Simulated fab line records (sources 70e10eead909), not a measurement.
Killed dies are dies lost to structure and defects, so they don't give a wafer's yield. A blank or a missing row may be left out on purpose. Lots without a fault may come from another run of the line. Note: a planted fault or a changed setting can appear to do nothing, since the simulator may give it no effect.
Matching of chambers :: flow nand_harc :: NHARC_A_STAIRCASE_DESCUM_219 on rie_diel-08 has 4 sister chambers
The step chemistry O2, time 3 s. 7 wafers are shown with their chamber, then 7 later ones without.

## EACH WAFER AND ITS CHAMBER
wafer: L077.1
chamber: 2
showerhead_plenum_p_Torr (Torr): 1.79
drypump_motor_current_A (A): 5.7

wafer: L083.3
chamber: 1
showerhead_plenum_p_Torr (Torr): 1.91
drypump_motor_current_A (A): 5.8

wafer: L088.1
chamber: 3
showerhead_plenum_p_Torr (Torr): 1.80
drypump_motor_current_A (A): 4.9

wafer: L088.4
chamber: 1
showerhead_plenum_p_Torr (Torr): 1.90
drypump_motor_current_A (A): 5.8

wafer: L088.5
chamber: 0
showerhead_plenum_p_Torr (Torr): 1.98
drypump_motor_current_A (A): 5.9

wafer: L089.1
chamber: 3
showerhead_plenum_p_Torr (Torr): 1.80
drypump_motor_current_A (A): 4.9

wafer: L089.2
chamber: 0
showerhead_plenum_p_Torr (Torr): 1.98
drypump_motor_current_A (A): 6.0

## WAFERS MISSING THEIR CHAMBER
wafer: L089.4
showerhead_plenum_p_Torr (Torr): 1.78
drypump_motor_current_A (A): 5.7

wafer: L092.1
showerhead_plenum_p_Torr (Torr): 1.80
drypump_motor_current_A (A): 4.8

wafer: L092.3
showerhead_plenum_p_Torr (Torr): 1.90
drypump_motor_current_A (A): 5.8

wafer: L092.5
showerhead_plenum_p_Torr (Torr): 1.80
drypump_motor_current_A (A): 4.9

wafer: L097.1
showerhead_plenum_p_Torr (Torr): 1.97
drypump_motor_current_A (A): 6.0

wafer: L097.2
showerhead_plenum_p_Torr (Torr): 1.78
drypump_motor_current_A (A): 5.7

wafer: L097.4
showerhead_plenum_p_Torr (Torr): 1.90
drypump_motor_current_A (A): 5.8

## THE CHAMBER EACH PASSED THROUGH
wafer: L089.4
from the rows above: 2
in truth: 2

wafer: L092.1
from the rows above: 3
in truth: 3

wafer: L092.3
from the rows above: 1
in truth: 1

wafer: L092.5
from the rows above: 3
in truth: 3

wafer: L097.1
from the rows above: 0
in truth: 0

wafer: L097.2
from the rows above: 2
in truth: 2

wafer: L097.4
from the rows above: 1
in truth: 1
7 of 7 placed correctly. From these rows, 0 cannot be placed. 0 placed wrongly.
How it was worked out, from the rows above alone: a wafer's distance from a chamber is the root of the sum, over the readings, of the square of ((its reading less the chamber's mean) divided by the reading's scatter). If the next closest chamber is less than 2 further off than the closest, the wafer can't be placed; otherwise it belongs to the closest. The mean given for a chamber averages the wafers shown for that chamber. The scatter is the square root of a quotient: the sum, over the shown wafers, of each reading's squared deviation from its chamber's mean, divided by wafers minus chambers.
